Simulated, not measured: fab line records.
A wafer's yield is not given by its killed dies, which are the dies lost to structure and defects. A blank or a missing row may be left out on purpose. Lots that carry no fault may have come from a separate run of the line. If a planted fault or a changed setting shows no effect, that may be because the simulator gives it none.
Matching of chambers / flow n5-finfet / N5_HKMG_FIN_ALD_36 on ald-metal-03: 4 sister chambers
The step deposits TiN, target thk 1 nm, pulse time 1 s, purge time 3 s. 4 wafers are shown with their chamber, then 7 later ones without.

## WAFERS, EACH WITH ITS CHAMBER
wafer=L080.4; chamber=0; heater-power-outer-w (W)=550
wafer=L081.2; chamber=3; heater-power-outer-w (W)=567
wafer=L082.3; chamber=2; heater-power-outer-w (W)=522
wafer=L082.4; chamber=1; heater-power-outer-w (W)=479

## WAFERS WHOSE CHAMBER IS MISSING
wafer=L082.5; heater-power-outer-w (W)=530
wafer=L083.2; heater-power-outer-w (W)=531
wafer=L083.5; heater-power-outer-w (W)=559
wafer=L083.6; heater-power-outer-w (W)=560
wafer=L086.1; heater-power-outer-w (W)=478
wafer=L086.3; heater-power-outer-w (W)=536
wafer=L086.5; heater-power-outer-w (W)=478

## WHICH CHAMBER EACH ONE RAN IN
wafer=L082.5; from the rows above=can't be placed: 2 or 0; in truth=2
wafer=L083.2; from the rows above=can't be placed: 2 or 0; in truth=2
wafer=L083.5; from the rows above=can't be placed: 3 or 0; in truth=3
wafer=L083.6; from the rows above=can't be placed: 3 or 0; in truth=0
wafer=L086.1; from the rows above=1; in truth=1
wafer=L086.3; from the rows above=can't be placed: 0 or 2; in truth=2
wafer=L086.5; from the rows above=1; in truth=1
Correctly placed: 2 of 7. Can't be placed from these rows: 5 (the true chamber is among the candidates in 5). Number placed wrongly: 0.
How it was worked out, from the rows above alone: a wafer's distance from a chamber is the root of the sum, over the readings, of the square of ((its reading less the chamber's mean) divided by the reading's scatter). The wafer belongs to the nearest chamber; if the next one is less than 2 further off, it can't be placed. The mean given for a chamber averages the wafers shown for that chamber. The scatter (one wafer shown for each chamber): square how far every hidden wafer sits from the nearest shown wafer, average those squares and take the square root.
